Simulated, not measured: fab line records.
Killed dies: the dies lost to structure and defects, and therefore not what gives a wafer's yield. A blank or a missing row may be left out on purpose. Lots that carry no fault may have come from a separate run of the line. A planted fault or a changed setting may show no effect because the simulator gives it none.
What tool caused it? / flow n5 finfet / 29 wafers from 10 lots sampled at 4 of the route's 1938 steps

## WHAT THE GAUGES SHOWED, per wafer
N5_BEOL_M9_INSPECT_13: inspects for defects (brightfield). Usual: 400 for raw defect count, sd 99.
lot=L686; measured=day 14 00:45; on=defect inspect-01; raw defect count=368 288 354; flag=
lot=L684; measured=day 14 04:10; on=defect inspect-02; raw defect count=435 402 467; flag=
lot=L688; measured=day 14 15:10; on=defect inspect-01; raw defect count=391 359 308; flag=
lot=L691; measured=day 15 01:54; on=defect inspect-02; raw defect count=1087 1115 1015; flag=OFF
lot=L692; measured=day 15 15:46; on=defect inspect-02; raw defect count=1005 1070 1039; flag=OFF
lot=L696; measured=day 16 07:11; on=defect inspect-01; raw defect count=412 323 456; flag=
lot=L698; measured=day 17 11:15; on=defect inspect-02; raw defect count=541 555; flag=
lot=L704; measured=day 18 17:06; on=defect inspect-01; raw defect count=393 355 411; flag=
lot=L706; measured=day 19 00:46; on=defect inspect-02; raw defect count=640 496 434; flag=
lot=L707; measured=day 19 11:59; on=defect inspect-01; raw defect count=598 699 445; flag=

## WHAT TOOL EACH LOT RAN ON (gives the tool, then ch and the chambers of the sampled wafers, and finally the start)
lot=L686; N5_BEOL_M8_DEP_56=pecvd-02 ch 1,2, day 13 22:41; N5_BEOL_M9_ILD_DEP_00=pecvd-04 ch 0,2, day 13 22:49; N5_BEOL_M9_PECVD_70=pecvd-04 ch 0,1,2, day 13 23:26
lot=L684; N5_BEOL_M8_DEP_56=pecvd-02 ch 0,1,2, day 14 01:10; N5_BEOL_M9_ILD_DEP_00=pecvd-04 ch 0,1,2, day 14 01:18; N5_BEOL_M9_PECVD_70=pecvd-03 ch 1,2, day 14 01:56
lot=L688; N5_BEOL_M8_DEP_56=pecvd-02 ch 0,1, day 14 11:58; N5_BEOL_M9_ILD_DEP_00=pecvd-02 ch 0,1,2, day 14 12:06; N5_BEOL_M9_PECVD_70=pecvd-03 ch 0,2, day 14 12:44
lot=L691; N5_BEOL_M8_DEP_56=pecvd-02 ch 0,1,2, day 14 23:27; N5_BEOL_M9_ILD_DEP_00=pecvd-04 ch 1,2, day 14 23:35; N5_BEOL_M9_PECVD_70=pecvd-04 ch 0,1,2, day 15 00:13
lot=L692; N5_BEOL_M8_DEP_56=pecvd-03 ch 0,2, day 15 14:28; N5_BEOL_M9_ILD_DEP_00=pecvd-04 ch 1,2, day 15 14:35; N5_BEOL_M9_PECVD_70=pecvd-02 ch 0,1,2, day 15 15:13
lot=L696; N5_BEOL_M8_DEP_56=pecvd-02 ch 0,1, day 16 03:58; N5_BEOL_M9_ILD_DEP_00=pecvd-02 ch 0,1, day 16 04:08; N5_BEOL_M9_PECVD_70=pecvd-03 ch 0,1, day 16 04:46
lot=L698; N5_BEOL_M8_DEP_56=pecvd-02 ch 0,1, day 17 08:07; N5_BEOL_M9_ILD_DEP_00=pecvd-03 ch 1,2, day 17 08:15; N5_BEOL_M9_PECVD_70=pecvd-03 ch 0,2, day 17 09:10
lot=L704; N5_BEOL_M8_DEP_56=pecvd-02 ch 0,2, day 18 14:26; N5_BEOL_M9_ILD_DEP_00=pecvd-04 ch 0,1,2, day 18 14:35; N5_BEOL_M9_PECVD_70=pecvd-04 ch 1,2, day 18 15:13
lot=L706; N5_BEOL_M8_DEP_56=pecvd-02 ch 0,2, day 18 22:55; N5_BEOL_M9_ILD_DEP_00=pecvd-04 ch 0,1,2, day 18 23:05; N5_BEOL_M9_PECVD_70=pecvd-02 ch 0,2, day 18 23:56
lot=L707; N5_BEOL_M8_DEP_56=pecvd-03 ch 0,1, day 19 08:48; N5_BEOL_M9_ILD_DEP_00=pecvd-04 ch 1,2, day 19 08:56; N5_BEOL_M9_PECVD_70=pecvd-04 ch 0,1, day 19 09:34
- N5_BEOL_M8_DEP_56: deposits SiCN from 3MS/NH3, target thk 10 nm, time 17.5 s.
- N5_BEOL_M9_ILD_DEP_00: deposits SiCOH lowk from DEMS/porogen, target thk 308.51 nm, time 58 s.
- N5_BEOL_M9_PECVD_70: deposits SiO2 from TEOS/O2, target thk 20 nm, time 22.7 s.

## AS READ BY THE TOOLS THEMSELVES (means over the sampled wafers that have a number; for cases with no such wafer, the mark the record gives instead)
N5_BEOL_M8_DEP_56. Usual: chamber pressure Torr 3.000 Torr, standard deviation 0.0069; showerhead plenum p Torr 3.667 Torr, standard deviation 0.012; throttle valve pct 9.2 %, standard deviation 0.35.
lot=L686; tool=pecvd-02; chamber pressure Torr (Torr)=2.998; showerhead plenum p Torr (Torr)=3.670; throttle valve pct (%)=9.1; flag=
lot=L684; tool=pecvd-02; chamber pressure Torr (Torr)=3.004; showerhead plenum p Torr (Torr)=3.668; throttle valve pct (%)=9.4; flag=
lot=L688; tool=pecvd-02; chamber pressure Torr (Torr)=2.998; showerhead plenum p Torr (Torr)=3.657; throttle valve pct (%)=9.3; flag=
lot=L691; tool=pecvd-02; chamber pressure Torr (Torr)=3.003; showerhead plenum p Torr (Torr)=3.665; throttle valve pct (%)=9.3; flag=
lot=L692; tool=pecvd-03; chamber pressure Torr (Torr)=3.008; showerhead plenum p Torr (Torr)=3.667; throttle valve pct (%)=8.9; flag=
lot=L696; tool=pecvd-02; chamber pressure Torr (Torr)=3.005; showerhead plenum p Torr (Torr)=3.661; throttle valve pct (%)=9.3; flag=
lot=L698; tool=pecvd-02; chamber pressure Torr (Torr)=3.005; showerhead plenum p Torr (Torr)=3.659; throttle valve pct (%)=9.3; flag=
lot=L704; tool=pecvd-02; chamber pressure Torr (Torr)=3.003; showerhead plenum p Torr (Torr)=3.669; throttle valve pct (%)=9.1; flag=
lot=L706; tool=pecvd-02; chamber pressure Torr (Torr)=3.004; showerhead plenum p Torr (Torr)=3.670; throttle valve pct (%)=9.1; flag=
lot=L707; tool=pecvd-03; chamber pressure Torr (Torr)=3.004; showerhead plenum p Torr (Torr)=3.660; throttle valve pct (%)=9.4; flag=

N5_BEOL_M9_ILD_DEP_00. Usual: chamber pressure Torr 5.000 Torr, standard deviation 0.012; heater power outer w 147 W, standard deviation 41; heater power w 321 W, standard deviation 78; showerhead plenum p Torr 5.737 Torr, standard deviation 0.018; throttle valve pct 14.1 %, standard deviation 0.51.
lot=L686; tool=pecvd-04; chamber pressure Torr (Torr)=5.004; heater power outer w (W)=187; heater power w (W)=427; showerhead plenum p Torr (Torr)=5.741; throttle valve pct (%)=13.5; flag=
lot=L684; tool=pecvd-04; chamber pressure Torr (Torr)=5.003; heater power outer w (W)=167; heater power w (W)=381; showerhead plenum p Torr (Torr)=5.728; throttle valve pct (%)=13.9; flag=
lot=L688; tool=pecvd-02; chamber pressure Torr (Torr)=4.998; heater power outer w (W)=147; heater power w (W)=318; showerhead plenum p Torr (Torr)=5.739; throttle valve pct (%)=14.2; flag=
lot=L691; tool=pecvd-04; chamber pressure Torr (Torr)=5.005; heater power outer w (W)=186; heater power w (W)=402; showerhead plenum p Torr (Torr)=5.730; throttle valve pct (%)=13.7; flag=
lot=L692; tool=pecvd-04; chamber pressure Torr (Torr)=4.997; heater power outer w (W)=173; heater power w (W)=388; showerhead plenum p Torr (Torr)=5.727; throttle valve pct (%)=13.5; flag=
lot=L696; tool=pecvd-02; chamber pressure Torr (Torr)=5.000; heater power outer w (W)=190; heater power w (W)=369; showerhead plenum p Torr (Torr)=5.730; throttle valve pct (%)=14.5; flag=
lot=L698; tool=pecvd-03; chamber pressure Torr (Torr)=5.000; heater power outer w (W)=140; heater power w (W)=298; showerhead plenum p Torr (Torr)=5.752; throttle valve pct (%)=14.2; flag=
lot=L704; tool=pecvd-04; chamber pressure Torr (Torr)=5.000; heater power outer w (W)=189; heater power w (W)=405; showerhead plenum p Torr (Torr)=5.722; throttle valve pct (%)=14.0; flag=
lot=L706; tool=pecvd-04; chamber pressure Torr (Torr)=5.001; heater power outer w (W)=177; heater power w (W)=392; showerhead plenum p Torr (Torr)=5.735; throttle valve pct (%)=14.1; flag=
lot=L707; tool=pecvd-04; chamber pressure Torr (Torr)=4.982; heater power outer w (W)=161; heater power w (W)=372; showerhead plenum p Torr (Torr)=5.728; throttle valve pct (%)=13.7; flag=

N5_BEOL_M9_PECVD_70. Usual: chamber pressure Torr 5.500 Torr, standard deviation 0.013; heater power outer w 436 W, standard deviation 72; heater power w 747 W, standard deviation 130; showerhead plenum p Torr 8.77 Torr, standard deviation 0.067; throttle valve pct 22.7 %, standard deviation 0.81.
lot=L686; tool=pecvd-04; chamber pressure Torr (Torr)=5.506; heater power outer w (W)=487; heater power w (W)=860; showerhead plenum p Torr (Torr)=8.73; throttle valve pct (%)=22.5; flag=
lot=L684; tool=pecvd-03; chamber pressure Torr (Torr)=5.495; heater power outer w (W)=426; heater power w (W)=728; showerhead plenum p Torr (Torr)=8.86; throttle valve pct (%)=22.2; flag=
lot=L688; tool=pecvd-03; chamber pressure Torr (Torr)=5.503; heater power outer w (W)=432; heater power w (W)=729; showerhead plenum p Torr (Torr)=8.85; throttle valve pct (%)=21.7; flag=
lot=L691; tool=pecvd-04; chamber pressure Torr (Torr)=5.501; heater power outer w (W)=511; heater power w (W)=904; showerhead plenum p Torr (Torr)=8.73; throttle valve pct (%)=22.5; flag=
lot=L692; tool=pecvd-02; chamber pressure Torr (Torr)=5.514; heater power outer w (W)=433; heater power w (W)=726; showerhead plenum p Torr (Torr)=8.77; throttle valve pct (%)=23.0; flag=
lot=L696; tool=pecvd-03; chamber pressure Torr (Torr)=5.502; heater power outer w (W)=363; heater power w (W)=592; showerhead plenum p Torr (Torr)=8.75; throttle valve pct (%)=23.4; flag=
lot=L698; tool=pecvd-03; chamber pressure Torr (Torr)=5.495; heater power outer w (W)=342; heater power w (W)=596; showerhead plenum p Torr (Torr)=8.82; throttle valve pct (%)=22.4; flag=
lot=L704; tool=pecvd-04; chamber pressure Torr (Torr)=5.491; heater power outer w (W)=475; heater power w (W)=817; showerhead plenum p Torr (Torr)=8.71; throttle valve pct (%)=23.1; flag=
lot=L706; tool=pecvd-02; chamber pressure Torr (Torr)=5.500; heater power outer w (W)=372; heater power w (W)=674; showerhead plenum p Torr (Torr)=8.78; throttle valve pct (%)=22.8; flag=
lot=L707; tool=pecvd-04; chamber pressure Torr (Torr)=5.491; heater power outer w (W)=530; heater power w (W)=931; showerhead plenum p Torr (Torr)=8.71; throttle valve pct (%)=23.2; flag=

## THE ANSWER, worked out from the rows above alone
Rule: lot off if the mean of its wafers having a number is beyond 3 standard deviations from the usual mean. A lot without any number at a reading at which 4 lots or more have one is off too. Any other lot the step has rows for is counted as sound. After the gauges, taken in route order, come the tools' own readings; for these a lot's mean is taken, as printed above. At the first step where some lot is off, the reading lying furthest off is the one used; lots without a number count as furthest.
Off at N5_BEOL_M9_INSPECT_13 (raw defect count): L691, L692.
If a tool, at a process step before that reading, ran all the lots that are off and no sound lot after the first of them, it fits. Gauges at N5_BEOL_M9_INSPECT_13: tried the same way as those tools. Of those tried, none fits.

## WHAT HAD BEEN PUT IN BY THE SIMULATOR
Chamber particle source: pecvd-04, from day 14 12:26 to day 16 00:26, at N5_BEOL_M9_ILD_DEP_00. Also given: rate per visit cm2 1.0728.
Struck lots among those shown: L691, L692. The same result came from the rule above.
